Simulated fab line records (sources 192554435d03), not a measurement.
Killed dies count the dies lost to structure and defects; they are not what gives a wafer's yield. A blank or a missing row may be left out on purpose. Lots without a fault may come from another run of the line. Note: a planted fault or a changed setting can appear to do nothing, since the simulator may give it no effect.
fab line records	flow n5-finfet
record: lots: 10	wafers: 30	last-day: 17
route steps=1938 shown BEOL_M3@988 BEOL_M4@1111 PASSIVATION@1936
lots untouched by any fault: they come from a run of this same line in which no faults occurred
start-h: the number of hours between the record's first day and the start of the first shown wafer of the lot	wait-h: hours since the lot's step before	" repeats the value in the row above	L1.1+2: a row that stands for several wafers	- value missing, or start not given	* or withheld: withheld	< > ~ a bound
route shown NAME@n: names a module that has steps shown in the file, with the first one's number in the route	usual: the fault-free wafers' mean and standard deviation	same: alike in all rows	chamber/n: place in a boat	sites: per-site readings	_std_site: the standard deviation of these	_edge_site: the outer-site mean with the inner-site mean subtracted	radius-mm: how far each site lies from the wafer's centre	mask NAME#n: copy n	behind: tool/chamber where the wafer was last shaped	hold: what put the lot on hold/how long, in hours/how the hold closed	device: transistor that didn't switch, given as n, p or np	end of line: the same wafers' tests at the end of the route	for a step that has no rows: nothing shown but its recipe	killed: dies that structure and defects cost at the first sort, which is not the same as the wafer's yield	map: per-die view of a wafer (x killed, . not killed, _ where there is no die)
set.NAME: the setting that was run; set.NAME@STEP: the one run at that earlier step	model.NAME: the simulator's own value behind a step, which no gauge read
a sample of lots followed through the steps of the route, with each step as a table and each wafer as a row
== steps ==
step: N5_BEOL_M3_CD_MEAS_35
recipe: target-cd-nm: 18	target-cd-y-nm: 21	polarity: opening
usual: cd-nm: 18.1/0.34
lot.wafer	tool	chamber	start-h	wait-h	cd-nm
L350.1	cd-sem-03	-	206.14	0.0	18.7
L350.3	"	-	"	"	18.4
L350.6	"	-	"	"	18.6
L351.2	cd-sem-03	-	206.71	0.0	18.5
L351.3	"	-	"	"	18.7
L351.5	"	-	"	"	18.1
L352.1	cd-sem-02	-	206.88	0.0	17.9
L352.2	"	-	"	"	18.1
L352.6	"	-	"	"	17.7
L355.3	cd-sem-02	-	230.11	0.0	18.0
L355.5	"	-	"	"	18.7
L355.6	"	-	"	"	17.9
L359.3	cd-sem-01	-	245.43	0.0	18.1
L359.4	"	-	"	"	18.0
L359.5	"	-	"	"	17.8
L358.1	cd-sem-03	-	247.08	0.0	18.4
L358.2	"	-	"	"	18.7
L358.6	"	-	"	"	18.7
L361.1	cd-sem-03	-	255.49	0.0	17.9
L361.2	"	-	"	"	18.5
L361.5	"	-	"	"	18.1
L362.1	cd-sem-01	-	267.75	0.0	17.2
L362.2	"	-	"	"	17.9
L362.5	"	-	"	"	17.7
L364.1	cd-sem-03	-	278.32	0.0	18.0
L364.3	"	-	"	"	18.1
L364.6	"	-	"	"	17.8
L365.2	cd-sem-03	-	298.24	0.0	17.8
L365.5	"	-	"	"	18.0
L365.6	"	-	"	"	18.4
step: N5_BEOL_M3_SURFACE_TREAT_85
recipe: gas: Ar	time-s: *	ion-energy-ev: *	ion-current-ma-cm2: 0.5	pressure-mtorr: *	ar-flow-sccm: 30
usual: throttle-valve-pct: *
same: time-s: *
lot.wafer	tool	chamber	start-h	wait-h	throttle-valve-pct
L350.1	pvd-sputter-01	-	206.88	0.1	*
L350.3	"	-	"	"	*
L350.6	"	-	"	"	*
L352.1	pvd-sputter-01	-	207.38	0.2	*
L352.2	"	-	"	"	*
L352.6	"	-	"	"	*
L351.2	pvd-sputter-01	-	207.42	0.4	*
L351.3	"	-	"	"	*
L351.5	"	-	"	"	*
L355.3	pvd-sputter-01	-	231.19	0.4	*
L355.5	"	-	"	"	*
L355.6	"	-	"	"	*
L359.3	pvd-sputter-03	-	246.33	0.2	*
L359.4	"	-	"	"	*
L359.5	"	-	"	"	*
L358.1	pvd-sputter-02	-	247.97	0.3	*
L358.2	"	-	"	"	*
L358.6	"	-	"	"	*
L361.1	pvd-sputter-01	-	256.03	0.2	*
L361.2	"	-	"	"	*
L361.5	"	-	"	"	*
L362.1	pvd-sputter-01	-	268.32	0.2	*
L362.2	"	-	"	"	*
L362.5	"	-	"	"	*
L364.1	pvd-sputter-01	-	279.12	0.2	*
L364.3	"	-	"	"	*
L364.6	"	-	"	"	*
L365.2	pvd-sputter-01	-	299.08	0.3	*
L365.5	"	-	"	"	*
L365.6	"	-	"	"	*
step: N5_BEOL_M3_ANNEAL_80
recipe: temp-c: 400	time-s: 240	ambient: vacuum
usual: heater-power-w: 804/95	susceptor-temp-C: 400.02/0.22	susceptor_temp_C_max: 400.9/0.38	time-s: 240/0
lot.wafer	tool	chamber	start-h	wait-h	heater-power-w	susceptor-temp-C	susceptor_temp_C_max	time-s
L350.1	pvd-sputter-02	-	207.48	0.0	-	-	-	-
L350.3	"	-	"	"	-	-	-	-
L350.6	"	-	"	"	-	-	-	-
L352.1	pvd-sputter-01	-	207.92	0.0	-	-	-	-
L352.2	"	-	"	"	-	-	-	-
L352.6	"	-	"	"	-	-	-	-
L351.2	pvd-sputter-02	-	209.32	0.0	-	-	-	-
L351.3	"	-	"	"	-	-	-	-
L351.5	"	-	"	"	-	-	-	-
L355.3	pvd-sputter-01	-	231.73	0.0	786	400.27	402.3	240
L355.5	"	-	"	"	778	400.17	401.5	240
L355.6	"	-	"	"	862	399.77	400.4	240
L359.3	pvd-sputter-03	-	246.87	0.0	696	399.77	400.8	240
L359.4	"	-	"	"	848	400.27	401.4	240
L359.5	"	-	"	"	867	400.34	401.7	240
L358.1	pvd-sputter-03	-	248.71	0.0	859	400.24	401.2	240
L358.2	"	-	"	"	963	399.93	400.6	240
L358.6	"	-	"	"	673	399.71	401.1	240
L361.1	pvd-sputter-02	-	256.56	0.0	710	399.77	400.7	240
L361.2	"	-	"	"	665	399.83	400.5	240
L361.5	"	-	"	"	680	400.23	400.9	240
L362.1	pvd-sputter-01	-	268.86	0.0	824	399.55	400.3	240
L362.2	"	-	"	"	877	399.93	400.8	240
L362.5	"	-	"	"	829	399.53	400.5	240
L364.1	pvd-sputter-02	-	279.83	0.0	870	399.70	400.3	240
L364.3	"	-	"	"	717	399.93	400.8	240
L364.6	"	-	"	"	933	399.79	400.9	240
L365.2	pvd-sputter-02	-	299.65	0.0	947	399.93	400.8	240
L365.5	"	-	"	"	673	400.03	400.7	240
L365.6	"	-	"	"	944	399.86	400.9	240
step: N5_BEOL_M3_ANNEAL_87
recipe: temp-c: 400	time-s: 240	ambient: vacuum
usual: heater-power-w: 805/96	susceptor-temp-C: 400.04/0.22	susceptor_temp_C_max: 401.0/0.4
same: time-s: 240
lot.wafer	tool	chamber	start-h	wait-h	heater-power-w	susceptor-temp-C	susceptor_temp_C_max
L350.1	pvd-sputter-02	-	207.92	0.0	858	399.73	400.4
L350.3	"	-	"	"	928	400.14	401.5
L350.6	"	-	"	"	659	400.27	400.9
L352.1	pvd-sputter-01	-	208.36	0.0	803	399.90	400.7
L352.2	"	-	"	"	806	400.04	400.7
L352.6	"	-	"	"	803	400.03	400.7
L351.2	pvd-sputter-02	-	209.76	0.0	675	400.11	400.9
L351.3	"	-	"	"	709	400.01	400.9
L351.5	"	-	"	"	885	399.95	400.4
L355.3	pvd-sputter-01	-	232.17	0.0	798	399.91	401.2
L355.5	"	-	"	"	811	400.00	401.2
L355.6	"	-	"	"	859	399.89	400.8
L359.3	pvd-sputter-03	-	247.31	0.0	705	400.38	401.4
L359.4	"	-	"	"	844	399.98	401.0
L359.5	"	-	"	"	853	399.79	400.7
L358.1	pvd-sputter-03	-	249.15	0.0	859	400.12	401.1
L358.2	"	-	"	"	993	400.16	400.8
L358.6	"	-	"	"	691	399.96	401.0
L361.1	pvd-sputter-02	-	257.00	0.0	715	400.34	401.2
L361.2	"	-	"	"	663	400.47	401.5
L361.5	"	-	"	"	672	400.05	400.9
L362.1	pvd-sputter-01	-	269.30	0.0	806	400.07	400.9
L362.2	"	-	"	"	845	399.82	400.6
L362.5	"	-	"	"	824	400.08	400.8
L364.1	pvd-sputter-02	-	280.27	0.0	866	400.35	400.9
L364.3	"	-	"	"	710	400.30	401.2
L364.6	"	-	"	"	943	400.64	402.0
L365.2	pvd-sputter-02	-	300.09	0.0	955	399.78	401.1
L365.5	"	-	"	"	674	399.75	400.7
L365.6	"	-	"	"	939	400.13	401.5
step: N5_BEOL_M4_RC_MEAS_101
usual: DIBL_N: 36.5/1.7	DIBL_P: 36.3/2.1	IOFF_N: 0.16/0.036	IOFF_P: 0.21/0.037	ION_N: 676/12	ION_P: 462/7.6	SS_N: 71.5/0.68	SS_P: 73.3/0.63	VT_N: 249/3.5	VT_P: -250/3.5
lot.wafer	tool	chamber	start-h	wait-h	DIBL_N[mV/V]	DIBL_P[mV/V]	IOFF_N[nA/um]	IOFF_P[nA/um]	ION_N[uA/um]	ION_P[uA/um]	SS_N[mV/dec]	SS_P[mV/dec]	VT_N[mV]	VT_P[mV]
L350.1	prober-01	0	219.75	0.0	32.8	33.4	0.11	0.17	650	461	70.6	72.6	258	-251
L350.3	"	0	"	"	34.0	34.9	0.12	0.19	660	457	70.8	72.3	252	-252
L350.6	"	0	"	"	37.2	39.0	0.18	0.26	685	469	71.6	73.8	248	-244
L352.1	prober-02	0	221.94	0.0	34.7	33.5	0.12	0.15	657	450	71.4	73.0	250	-257
L352.2	"	0	"	"	36.8	34.8	0.16	0.16	676	452	71.7	72.9	249	-256
L352.6	"	0	"	"	37.5	36.9	0.18	0.20	683	455	71.2	73.3	248	-254
L351.2	prober-01	0	228.12	0.2	32.2	31.4	0.11	0.16	670	459	69.9	72.1	254	-251
L351.3	"	0	"	"	34.2	33.7	0.13	0.19	657	451	69.8	73.2	250	-253
L351.5	"	0	"	"	36.4	36.5	0.17	0.23	683	465	71.2	74.2	249	-249
L355.3	prober-01	0	251.34	0.3	34.2	35.5	0.12	0.17	664	455	70.5	73.1	252	-254
L355.5	"	0	"	"	36.2	37.2	0.15	0.19	677	457	70.7	73.5	249	-250
L355.6	"	0	"	"	36.8	38.8	0.18	0.22	686	465	71.7	74.0	247	-250
L359.3	prober-01	0	259.90	0.3	36.5	37.1	0.16	0.22	674	461	71.1	73.9	252	-251
L359.4	"	0	"	"	33.6	34.0	0.13	0.18	667	460	70.8	73.0	252	-254
L359.5	"	0	"	"	35.1	36.0	0.14	0.21	667	461	71.1	73.9	253	-249
L358.1	prober-02	0	264.55	0.0	36.0	36.6	0.15	0.21	667	456	72.2	73.3	252	-250
L358.2	"	0	"	"	34.1	34.7	0.13	0.19	677	466	71.1	73.0	251	-250
L358.6	"	0	"	"	35.2	36.3	0.15	0.21	675	466	71.9	73.5	251	-250
L361.1	prober-02	0	282.16	0.0	38.1	39.1	0.23	0.26	689	467	72.1	73.5	245	-246
L361.2	"	0	"	"	37.3	38.4	0.21	0.26	701	477	71.9	73.4	243	-247
L361.5	"	0	"	"	36.4	37.8	0.19	0.24	693	473	71.6	74.1	247	-248
L362.1	prober-01	0	284.40	0.2	34.3	33.5	0.11	0.15	657	452	71.1	72.8	255	-257
L362.2	"	0	"	"	34.4	33.2	0.11	0.14	643	441	70.9	72.3	261	-260
L362.5	"	0	"	"	37.6	38.1	0.17	0.21	670	459	71.1	73.7	250	-251
L364.1	prober-01	0	293.40	0.0	35.0	34.1	0.12	0.17	665	457	71.3	72.2	252	-251
L364.3	"	0	"	"	35.4	34.3	0.12	0.17	669	455	71.1	72.6	252	-255
L364.6	"	0	"	"	38.7	38.4	0.18	0.23	678	464	72.1	74.3	247	-248
L365.2	prober-02	0	310.87	0.2	38.3	38.7	0.19	0.25	673	469	72.7	73.5	246	-248
L365.5	"	0	"	"	36.6	36.7	0.14	0.23	654	459	71.7	73.3	253	-248
L365.6	"	0	"	"	35.1	35.0	0.14	0.20	668	462	71.7	73.1	250	-249
step: N5_PASSIVATION_PROBE_49
usual: defect-limited-yield: 91.4/1.5	killed_at_M0_to_M3: 34/12	killed_at_M4_up: 12/4.9	killed-at-contacts: 13/7.2	killed-at-front-end: 39/12	killed-at-other: 3.7/2.9	killed-dies: 101/18	killed-on-rim: 13/4	killed-open: 67/14	killed-short: 33/7.2	sort_bin_5_function: 5.1/0.97	sort_bin_6_memory: 3.2/0.67	sort-n-pass: 1079/17	sort-yield-pct: 91.4/1.5
same: gross-dies: 1180	killed-at-back-side: 0	sort_bin_4_leakage[%]: 0	sort_bin_8_speed[%]: 0
lot.wafer	tool	chamber	start-h	wait-h	defect-limited-yield[%]	killed_at_M0_to_M3	killed_at_M4_up	killed-at-contacts	killed-at-front-end	killed-at-other	killed-dies	killed-on-rim	killed-open	killed-short	sort_bin_5_function[%]	sort_bin_6_memory[%]	sort-n-pass	sort-yield-pct[%]
L355.5	prober-01	-	357.06	0.2	93.1	34	7	12	25	3	81	13	50	30	4.2	2.5	1099	93.1
L355.6	prober-01	-	357.11	0.3	91.5	37	7	12	35	9	100	10	69	31	4.6	3.8	1080	91.5
L359.3	prober-02	-	367.41	0.1	91.6	24	11	25	35	4	99	16	73	26	5.5	2.8	1081	91.6
L359.4	prober-02	-	367.46	0.2	91.9	27	10	38	20	1	96	18	66	30	5.5	2.5	1084	91.9
L359.5	prober-02	-	367.51	0.2	92.9	28	6	18	29	3	84	9	57	26	3.8	2.9	1096	92.9
L358.1	prober-01	-	373.71	0.0	91.2	30	16	16	40	2	104	9	70	34	6.1	2.5	1076	91.2
L358.2	prober-01	-	373.76	0.1	90.8	38	19	6	39	6	108	12	60	48	5.3	3.4	1072	90.8
L358.6	prober-01	-	373.96	0.3	91.9	30	5	7	51	2	95	15	58	37	4.5	3.3	1085	91.9
L362.2	prober-01	-	399.45	0.1	92.9	31	25	1	23	4	84	14	44	39	4.0	3.1	1096	92.9
L362.5	prober-01	-	399.60	0.2	92.6	27	14	5	39	2	87	16	53	31	4.1	3.1	1093	92.6
killed by level:class
L355.5 MOL_CONTACT_COAG:geometric-particle:open=10 BEOL_M0_SAQP:geometric-particle:short=10 GATE_CUT:geometric-particle:open=5 GATE_CUT:geometric-particle:short=5 BEOL_M0_SAQP:geometric-particle:open=5 BEOL_M3:geometric-particle:open=5 STARTING-WAFER:geometric-particle:open=4 STI_FIN_REVEAL:geometric-particle:open=3
L355.6 BEOL_M0_SAQP:geometric-particle:open=13 BEOL_M3:geometric-particle:open=13 FIN_SAQP:geometric-particle:open=12 MOL_CONTACT_COAG:geometric-particle:open=9 BEOL_M0_SAQP:geometric-particle:short=6 FIN_SAQP:geometric-particle:short=5 MIM_TOP:geometric-particle:open=5 GATE_CUT:geometric-particle:short=4
L359.3 MOL_CONTACT_COAG:geometric-particle:open=19 FIN_SAQP:geometric-particle:open=16 BEOL_M3:geometric-particle:open=7 BEOL_M4:geometric-particle:open=7 MOL_CONTACT_COAG:geometric-particle:short=6 BEOL_M0_SAQP:geometric-particle:short=6 FIN_SAQP:geometric-particle:short=5 DUMMY_GATE:geometric-particle:open=5
L359.4 MOL_CONTACT_COAG:geometric-particle:open=33 BEOL_M2:geometric-particle:open=8 MOL_CONTACT_COAG:geometric-particle:short=5 BEOL_M2:geometric-particle:short=4 BEOL_M3:geometric-particle:open=4 STI_FIN_REVEAL:geometric-particle:open=3 BEOL_M0_SAQP:geometric-particle:open=3 BEOL_M3:geometric-particle:short=3
L359.5 MOL_CONTACT_COAG:geometric-particle:open=13 BEOL_M0_SAQP:geometric-particle:short=11 BEOL_M0_SAQP:geometric-particle:open=10 FIN_SAQP:geometric-particle:open=6 STARTING-WAFER:geometric-particle:open=6 STI_FIN_REVEAL:geometric-particle:open=5 MOL_CONTACT_COAG:geometric-particle:short=5 SPACER0:geometric-particle:short=4
L358.1 BEOL_M4:geometric-particle:open=13 FIN_SAQP:geometric-particle:open=12 MOL_CONTACT_COAG:geometric-particle:open=10 BEOL_M2:geometric-particle:open=10 BEOL_M0_SAQP:geometric-particle:short=7 GATE_CUT:geometric-particle:short=6 MOL_CONTACT_COAG:geometric-particle:short=6 FIN_SAQP:geometric-particle:short=5
L358.2 FIN_SAQP:geometric-particle:open=10 BEOL_M4:geometric-particle:open=10 BEOL_M0_SAQP:geometric-particle:short=9 BEOL_M2:geometric-particle:open=9 FIN_SAQP:geometric-particle:short=7 STI_FIN_REVEAL:geometric-particle:open=7 GATE_CUT:geometric-particle:short=5 MOL_CONTACT_COAG:geometric-particle:open=5
L358.6 STI_FIN_REVEAL:geometric-particle:open=10 FIN_SAQP:geometric-particle:short=9 FIN_SAQP:geometric-particle:open=9 BEOL_M2:geometric-particle:open=8 GATE_CUT:geometric-particle:short=7 MOL_CONTACT_COAG:geometric-particle:open=7 BEOL_M3:geometric-particle:short=6 GATE_CUT:geometric-particle:open=5
L362.2 BEOL_M0_SAQP:geometric-particle:short=9 BEOL_M0_SAQP:geometric-particle:open=7 BEOL_M5:geometric-particle:open=6 DUMMY_GATE:geometric-particle:open=5 BEOL_M3:geometric-particle:open=4 BEOL_M4:geometric-particle:open=4 STARTING-WAFER:geometric-particle:short=4 FIN_SAQP:geometric-particle:short=3
L362.5 BEOL_M2:geometric-particle:open=10 FIN_SAQP:geometric-particle:short=9 STARTING-WAFER:geometric-particle:short=6 MOL_CONTACT_COAG:geometric-particle:open=5 BEOL_M0_SAQP:geometric-particle:short=5 DUMMY_GATE:geometric-particle:open=4 BEOL_M0:geometric-particle:open=4 BEOL_M3:geometric-particle:open=4
== key ==
first-sign: step: N5_BEOL_M3_ANNEAL_80	reading: tool-record	direction: missing
effect none on later readings
met-at N5_BEOL_M3_ANNEAL_80
struck-lots L350,L351,L352
not-acting-at N5_BEOL_M3_CD_MEAS_35,N5_BEOL_M3_SURFACE_TREAT_85,N5_BEOL_M3_ANNEAL_87
fault: kind: skipped-step-whole	tool: pvd-sputter-01,pvd-sputter-02	chamber: -	onset-h: 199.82	steps: N5_BEOL_M3_ANNEAL_80	scope: struck-lots-only
